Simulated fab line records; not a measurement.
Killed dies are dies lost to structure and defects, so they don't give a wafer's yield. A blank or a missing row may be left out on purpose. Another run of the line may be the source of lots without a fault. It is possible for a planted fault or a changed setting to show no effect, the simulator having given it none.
Chamber matching / flow n5-finfet / N5_BEOL_M0_SAQP_DESCUM_45 on rie-diel-04 has 4 sister chambers
The step chemistry O2, time 7 s. 22 wafers are shown with their chamber, then 11 later ones without.

== WAFERS, EACH WITH ITS CHAMBER ==
wafer=L075.3; chamber=3; showerhead-plenum-p-Torr (Torr)=1.99; throttle-valve-pct (%)=20.22; drypump-motor-current-A (A)=5.2
wafer=L075.4; chamber=2; showerhead-plenum-p-Torr (Torr)=2.13; throttle-valve-pct (%)=19.89; drypump-motor-current-A (A)=6.2
wafer=L075.6; chamber=0; showerhead-plenum-p-Torr (Torr)=2.06; throttle-valve-pct (%)=20.59; drypump-motor-current-A (A)=5.8
wafer=L074.1; chamber=1; showerhead-plenum-p-Torr (Torr)=1.93; throttle-valve-pct (%)=20.22; drypump-motor-current-A (A)=5.7
wafer=L074.2; chamber=0; showerhead-plenum-p-Torr (Torr)=2.06; throttle-valve-pct (%)=20.58; drypump-motor-current-A (A)=5.8
wafer=L074.3; chamber=3; showerhead-plenum-p-Torr (Torr)=1.99; throttle-valve-pct (%)=20.24; drypump-motor-current-A (A)=5.2
wafer=L074.4; chamber=2; showerhead-plenum-p-Torr (Torr)=2.13; throttle-valve-pct (%)=19.89; drypump-motor-current-A (A)=6.2
wafer=L074.5; chamber=3; showerhead-plenum-p-Torr (Torr)=1.99; throttle-valve-pct (%)=20.23; drypump-motor-current-A (A)=5.2
wafer=L074.6; chamber=2; showerhead-plenum-p-Torr (Torr)=2.13; throttle-valve-pct (%)=19.89; drypump-motor-current-A (A)=6.2
wafer=L076.1; chamber=0; showerhead-plenum-p-Torr (Torr)=2.06; throttle-valve-pct (%)=20.60; drypump-motor-current-A (A)=5.8
wafer=L076.3; chamber=3; showerhead-plenum-p-Torr (Torr)=1.99; throttle-valve-pct (%)=20.21; drypump-motor-current-A (A)=5.2
wafer=L076.5; chamber=0; showerhead-plenum-p-Torr (Torr)=2.06; throttle-valve-pct (%)=20.60; drypump-motor-current-A (A)=5.8
wafer=L077.1; chamber=3; showerhead-plenum-p-Torr (Torr)=1.99; throttle-valve-pct (%)=20.24; drypump-motor-current-A (A)=5.2
wafer=L077.2; chamber=0; showerhead-plenum-p-Torr (Torr)=2.06; throttle-valve-pct (%)=20.60; drypump-motor-current-A (A)=5.8
wafer=L077.3; chamber=2; showerhead-plenum-p-Torr (Torr)=2.13; throttle-valve-pct (%)=19.92; drypump-motor-current-A (A)=6.2
wafer=L078.1; chamber=3; showerhead-plenum-p-Torr (Torr)=1.99; throttle-valve-pct (%)=20.25; drypump-motor-current-A (A)=5.1
wafer=L078.5; chamber=0; showerhead-plenum-p-Torr (Torr)=2.06; throttle-valve-pct (%)=20.61; drypump-motor-current-A (A)=5.8
wafer=L078.6; chamber=3; showerhead-plenum-p-Torr (Torr)=1.99; throttle-valve-pct (%)=20.24; drypump-motor-current-A (A)=5.1
wafer=L087.1; chamber=2; showerhead-plenum-p-Torr (Torr)=2.12; throttle-valve-pct (%)=19.95; drypump-motor-current-A (A)=6.2
wafer=L087.4; chamber=3; showerhead-plenum-p-Torr (Torr)=1.98; throttle-valve-pct (%)=20.27; drypump-motor-current-A (A)=5.2
wafer=L087.5; chamber=0; showerhead-plenum-p-Torr (Torr)=2.05; throttle-valve-pct (%)=20.62; drypump-motor-current-A (A)=5.7
wafer=L088.1; chamber=1; showerhead-plenum-p-Torr (Torr)=1.93; throttle-valve-pct (%)=20.25; drypump-motor-current-A (A)=5.6

SIGNATURES (averages over the wafers above)
reading=showerhead-plenum-p-Torr; chamber 0=2.0586; chamber 1=1.9300; chamber 2=2.1280; chamber 3=1.9888; scatter within a chamber=0.00375
reading=throttle-valve-pct; chamber 0=20.6000; chamber 1=20.2350; chamber 2=19.9080; chamber 3=20.2375; scatter within a chamber=0.0193
reading=drypump-motor-current-A; chamber 0=5.786; chamber 1=5.650; chamber 2=6.200; chamber 3=5.175; scatter within a chamber=0.0398
Rule: distance of a wafer from a chamber = root of the sum over the readings of ((wafer's reading minus chamber's mean) / reading's scatter) squared. If the next closest chamber is less than 2 further off than the closest, the wafer can't be placed; otherwise it belongs to the closest. The scatter is the square root of a quotient: the sum, over the shown wafers, of each reading's squared deviation from its chamber's mean, divided by wafers minus chambers.

== WAFERS WITH NO CHAMBER GIVEN ==
wafer=L088.2; showerhead-plenum-p-Torr (Torr)=2.12; throttle-valve-pct (%)=19.96; drypump-motor-current-A (A)=6.2
wafer=L088.3; showerhead-plenum-p-Torr (Torr)=1.98; throttle-valve-pct (%)=20.27; drypump-motor-current-A (A)=5.2
wafer=L088.4; showerhead-plenum-p-Torr (Torr)=2.05; throttle-valve-pct (%)=20.63; drypump-motor-current-A (A)=5.8
wafer=L088.5; showerhead-plenum-p-Torr (Torr)=2.05; throttle-valve-pct (%)=20.63; drypump-motor-current-A (A)=5.8
wafer=L088.6; showerhead-plenum-p-Torr (Torr)=1.93; throttle-valve-pct (%)=20.25; drypump-motor-current-A (A)=5.7
wafer=L092.4; showerhead-plenum-p-Torr (Torr)=1.92; throttle-valve-pct (%)=20.25; drypump-motor-current-A (A)=5.7
wafer=L092.5; showerhead-plenum-p-Torr (Torr)=1.92; throttle-valve-pct (%)=20.26; drypump-motor-current-A (A)=5.7
wafer=L092.6; showerhead-plenum-p-Torr (Torr)=2.12; throttle-valve-pct (%)=19.94; drypump-motor-current-A (A)=6.2
wafer=L094.1; showerhead-plenum-p-Torr (Torr)=1.92; throttle-valve-pct (%)=20.27; drypump-motor-current-A (A)=5.7
wafer=L094.4; showerhead-plenum-p-Torr (Torr)=1.92; throttle-valve-pct (%)=20.27; drypump-motor-current-A (A)=5.7
wafer=L094.5; showerhead-plenum-p-Torr (Torr)=2.12; throttle-valve-pct (%)=19.95; drypump-motor-current-A (A)=6.2

== THE CHAMBER EACH PASSED THROUGH ==
wafer=L088.2; from the rows above=2; in truth=2
wafer=L088.3; from the rows above=3; in truth=3
wafer=L088.4; from the rows above=0; in truth=0
wafer=L088.5; from the rows above=0; in truth=0
wafer=L088.6; from the rows above=1; in truth=1
wafer=L092.4; from the rows above=1; in truth=1
wafer=L092.5; from the rows above=1; in truth=1
wafer=L092.6; from the rows above=2; in truth=2
wafer=L094.1; from the rows above=1; in truth=1
wafer=L094.4; from the rows above=1; in truth=1
wafer=L094.5; from the rows above=2; in truth=2
11 of 11 placed correctly. Not placeable from these rows: 0. Number placed wrongly: 0.
